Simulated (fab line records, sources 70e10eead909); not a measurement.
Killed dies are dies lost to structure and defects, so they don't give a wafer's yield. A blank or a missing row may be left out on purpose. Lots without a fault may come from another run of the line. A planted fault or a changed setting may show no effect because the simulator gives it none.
Chamber matching | flow nand_harc | NHARC_THIN_TSV_DEP_47 on pecvd-01: 3 sister chambers
The step deposits SiO2, target thk 200 nm. 14 wafers are shown with their chamber, then 7 later ones without.

WAFERS WITH THEIR CHAMBER
wafer  | chamber | throttle_valve_pct (%)
L152.1 | 2       | 15.6
L152.5 | 2       | 15.7
L152.6 | 0       | 16.4
L155.1 | 2       | 15.8
L155.2 | 0       | 16.4
L155.5 | 1       | 15.2
L154.1 | 0       | 16.5
L154.2 | 1       | 15.4
L154.5 | 0       | 16.2
L158.1 | 2       | 16.0
L158.2 | 1       | 15.1
L158.6 | 2       | 16.0
L162.1 | 1       | 15.2
L162.4 | 0       | 16.5

SIGNATURES (means of the wafers above)
reading            | chamber 0 | chamber 1 | chamber 2 | scatter within a chamber
throttle_valve_pct | 16.400    | 15.225    | 15.820    | 0.146
Rule: a wafer's distance from a chamber is the root of the sum, over the readings, of the square of ((its reading less the chamber's mean) divided by the reading's scatter). The wafer belongs to the nearest chamber; if the next one is less than 2 further off, it can't be placed. The scatter: the root of (the sum of the squares of (reading less its chamber's mean) over the shown wafers, divided by (wafers less chambers)).

WAFERS WITHOUT THEIR CHAMBER
wafer  | throttle_valve_pct (%)
L162.6 | 15.4
L163.1 | 16.0
L163.2 | 15.4
L163.3 | 16.5
L167.3 | 16.5
L167.4 | 16.2
L167.5 | 15.4

WHICH CHAMBER EACH WENT THROUGH
wafer  | from the rows above     | in truth
L162.6 | can't be placed: 1 or 2 | 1
L163.1 | can't be placed: 2 or 0 | 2
L163.2 | can't be placed: 1 or 2 | 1
L163.3 | 0                       | 0
L167.3 | 0                       | 0
L167.4 | can't be placed: 0 or 2 | 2
L167.5 | can't be placed: 1 or 2 | 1
Placed correctly: 2 of 7. Can't be placed from these rows: 5 (the true chamber is among the candidates in 5). Placed wrongly: 0.
